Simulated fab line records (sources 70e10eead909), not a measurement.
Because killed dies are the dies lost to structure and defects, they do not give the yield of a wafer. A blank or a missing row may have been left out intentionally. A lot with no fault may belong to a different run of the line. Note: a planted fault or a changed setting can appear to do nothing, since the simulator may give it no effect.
Struck lot and sound lot, side by side :: flow nand-harc :: 15 steps out of a route of 1159
Sound: the wafers L581.2, L581.3, L581.4. Struck: wafer L586.6 (left out: L586.2, a lot-mate that was not struck); the cause follows at the end.
Each step with rows lists, per side, the tool, then ch with its chambers, then its first start. Under that, the readings that differ: sound wafers :: struck wafers :: difference of the means :: sigmas: that difference in standard deviations of wafers without a fault.
alike: words and numbers the same on both sides, and readings whose means are apart by under 2 such deviations; not compared: readings that were withheld, readings missing a value for some wafer, numbers with overlapping values and no deviation given by the record, and bounds like >300 which may hide the same value.
Wherever a step has rows on one side only, a row that says differs or no value, or a row with sigmas, the two part there. Numbers that have no deviation but don't overlap get no sigmas and don't part them. A reading that every wafer of one side lacks parts them only if that side has two wafers or more.

first, 1 step without rows for these wafers: NHARC_A_ONON_D1_DEP_12 (target thk 1000 nm).
NHARC_A_ONON_D1_THK_MEAS_14: measures by ellipsometry.
  struck on film-metro-01, day 11 17:57; sound on film-metro-02, day 10 21:58
  alike: thk-nm
then, 2 steps without rows for these wafers: NHARC_A_ONON_D1_ANNEAL_15 (time 3600 s); NHARC_A_ONON_D1_DEP_16 (target thk 1000 nm).
NHARC_A_ONON_D1_THK_MEAS_18: measures by ellipsometry.
  struck on film-metro-02, day 12 01:07; sound on film-metro-02, day 11 05:07
  alike: thk-nm
next comes 1 step that has no rows for these wafers: NHARC_A_ONON_D1_DEP_19 (target thickness 1000 nm).
NHARC_A_ONON_D1_THK_MEAS_21: measures by ellipsometry.
  struck on film-metro-01, day 12 01:41; sound on film-metro-02, day 11 05:40
  alike: thk-nm
next comes 1 step that has no rows for these wafers: NHARC_A_ONON_D1_DEP_22 (target thickness 1000 nm).
NHARC_A_ONON_D1_THK_MEAS_24: measures by ellipsometry.
  struck on film-metro-01, day 12 02:15; sound on film-metro-01, day 11 06:14
reading: thk-nm (nm)
sound: 963 965 965
struck: 1013
difference: +49
sigmas: +4
next comes 1 step that has no rows for these wafers: NHARC_A_ONON_D1_DEP_25 (target thickness 1000 nm).
NHARC_A_ONON_D1_THK_MEAS_27: measures by ellipsometry.
  struck on film-metro-01, day 12 02:49; sound on film-metro-01, day 11 06:48
  alike: thk-nm
NHARC_A_ONON_D1_DEP_28: target thk 1000 nm.
  sound on pecvd-onon-02 ch 0, day 11 06:55; struck on pecvd-onon-02 ch 0, day 12 02:55
  alike: susceptor-temp-C
NHARC_A_ONON_D1_THK_MEAS_30: measures by ellipsometry.
  struck on film-metro-02, day 12 03:23; sound on film-metro-01, day 11 07:23
reading: thk-nm (nm)
sound: 997 998 997
struck: 667
difference: -330
sigmas: -41
NHARC_A_ONON_D1_DEP_33: deposits SiO2, target thk 200 nm.
  sound on pecvd-03 ch 0,2, day 11 07:30; struck on pecvd-04 ch 1, day 12 03:26
  alike: chamber-pressure-Torr, heater-power-w, rf-fwd-power-W, susceptor-temp-C, throttle-valve-pct
-- jump in the record: it breaks off in module A_ONON_D1 and resumes in module END (first step shown: number 1159 of the route), and 11 days separate the struck wafers' starts before and after --
NHARC_END_SORT_01:
  at this point the record logs the struck wafers (prober-02 ch 0, day 23 14:23) and has no rows for the sound ones

WHERE THEY PART
First at NHARC_A_ONON_D1_THK_MEAS_24; last, within this record, at NHARC_END_SORT_01.

WHY: what had been put in by the simulator
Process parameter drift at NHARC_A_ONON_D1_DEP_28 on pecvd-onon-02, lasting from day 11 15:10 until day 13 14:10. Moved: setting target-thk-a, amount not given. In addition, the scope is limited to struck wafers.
